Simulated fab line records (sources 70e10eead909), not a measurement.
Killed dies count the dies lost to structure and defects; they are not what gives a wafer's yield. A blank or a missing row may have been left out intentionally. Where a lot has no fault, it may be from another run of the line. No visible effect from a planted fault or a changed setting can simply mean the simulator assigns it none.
A struck lot beside a sound one :: flow nand-harc :: 13 out of 1159 route steps
Sound: the wafers L811.1, L811.2, L811.6. Wafers struck: L817.2, L817.4, L817.5. The cause is named last.
At each step with rows: each side's tool, then ch and its chambers, then its first start. Under that, the readings that differ: sound wafers :: struck wafers :: difference of the means :: sigmas: that difference in standard deviations of wafers without a fault.
alike: words and numbers the same on both sides, and readings whose means are apart by under 2 such deviations; not compared: readings that were withheld, readings missing a value for some wafer, numbers with overlapping values and no deviation given by the record, and bounds like >300 which may hide the same value.
Wherever a step has rows on one side only, a row that says differs or no value, or a row with sigmas, the two part there. Numbers that don't overlap but have no deviation are shown without sigmas and don't part them. Lack of a reading on every wafer of one side parts them only where that side has two or more wafers.

first, 1 step without rows for these wafers: NHARC_A_ONON_D1_DEP_00 (target thk 1000 nm).
NHARC_A_ONON_D1_THK_MEAS_02: measures by ellipsometry.
  sound: film-metro-01 at day 8 06:57; struck: film-metro-02 at day 9 09:30
  alike: thk-nm
after that, 1 step with no rows for these wafers: NHARC_A_ONON_D1_DEP_03 (target thk 1000 nm).
NHARC_A_ONON_D1_THK_MEAS_05: measures by ellipsometry.
  sound: film-metro-02 at day 8 07:31; struck: film-metro-01 at day 9 10:04
  alike: thk-nm
after that, 1 step with no rows for these wafers: NHARC_A_ONON_D1_DEP_06 (target thk 1000 nm).
NHARC_A_ONON_D1_THK_MEAS_08: measures by ellipsometry.
  sound: film-metro-01 at day 8 08:05; struck: film-metro-02 at day 9 10:38
  alike: thk-nm
after that, 1 step with no rows for these wafers: NHARC_A_ONON_D1_DEP_09 (target thk 1000 nm).
NHARC_A_ONON_D1_THK_MEAS_11: measures by ellipsometry.
  sound: film-metro-01 at day 8 08:38; struck: film-metro-01 at day 9 11:11
  alike: thk-nm
after that, 1 step with no rows for these wafers: NHARC_A_ONON_D1_DEP_12 (target thk 1000 nm).
NHARC_A_ONON_D1_THK_MEAS_14: measures by ellipsometry.
  sound: film-metro-01 at day 8 09:13; struck: film-metro-01 at day 9 11:46
  alike: thk-nm
then, 1 step without rows for these wafers: NHARC_A_ONON_D1_ANNEAL_15 (time 3600 s).
NHARC_A_ONON_D1_DEP_16: target thk 1000 nm.
  sound on pecvd-onon-04 ch 0, day 8 19:39; struck on pecvd-onon-01, day 9 18:23
  no value came back on the struck wafers for n2-flow-sccm (sccm), n2o-flow-sccm (sccm), sih4-flow-sccm (sccm); on the sound wafers n2-flow-sccm (sccm) reads 2756 2761 2761
-- jump in the record: it breaks off in module A_ONON_D1 and resumes in module END (first step shown: number 1159 of the route), and 12 days separate the struck wafers' starts before and after --
NHARC_END_SORT_01:
  the record has rows for the struck wafers here (prober-02 ch 0, day 21 16:16) and none for the sound ones

WHERE THEY PART
Earliest at NHARC_A_ONON_D1_DEP_16; latest, in this record, at NHARC_END_SORT_01.

WHY: whatever the simulator had introduced
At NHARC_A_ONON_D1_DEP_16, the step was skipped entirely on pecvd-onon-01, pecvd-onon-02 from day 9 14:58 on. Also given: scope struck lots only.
